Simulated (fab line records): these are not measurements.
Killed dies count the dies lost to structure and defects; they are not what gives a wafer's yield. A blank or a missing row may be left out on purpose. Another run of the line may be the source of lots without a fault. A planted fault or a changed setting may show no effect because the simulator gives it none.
Chamber matching    flow n5 finfet    N5_BEOL_M9_ETCH_65 on rie diel-01: 4 sister chambers
The step etches SiARC in CF4, target depth 15.6 nm, time 26 s. 8 wafers are shown with their chamber, then 7 later ones without.

WAFERS WITH THEIR CHAMBER
wafer   chamber  showerhead plenum p Torr (Torr)  throttle valve pct (%)
L339.2  0        2.19                             15.62
L347.1  1        2.26                             15.52
L347.2  3        2.13                             15.75
L347.4  0        2.18                             15.66
L350.4  3        2.13                             15.76
L350.5  2        2.19                             15.39
L351.3  2        2.19                             15.39
L351.4  1        2.26                             15.53

WAFERS WITHOUT THEIR CHAMBER
wafer   showerhead plenum p Torr (Torr)  throttle valve pct (%)
L351.5  2.18                             15.65
L357.1  2.17                             15.70
L357.4  2.17                             15.68
L357.5  2.17                             15.68
L360.1  2.12                             15.79
L360.2  2.17                             15.69
L360.5  2.17                             15.69

WHICH CHAMBER EACH ONE RAN IN
wafer   from the rows above  in truth
L351.5  0                    0
L357.1  0                    0
L357.4  0                    0
L357.5  0                    0
L360.1  3                    3
L360.2  0                    0
L360.5  0                    0
Correct placement for 7 of the 7. Left unplaced by these rows: 0. Wrongly placed: 0.
How it was worked out, from the rows above alone: a wafer's distance from a chamber is the root of the sum, over the readings, of the square of ((its reading less the chamber's mean) divided by the reading's scatter). If the next closest chamber is less than 2 further off than the closest, the wafer can't be placed; otherwise it belongs to the closest. The mean given for a chamber averages the wafers shown for that chamber. How the scatter is found: for the shown wafers, subtract from each reading the mean of its chamber, square and add these, divide the total by (wafers less chambers), then take the root.
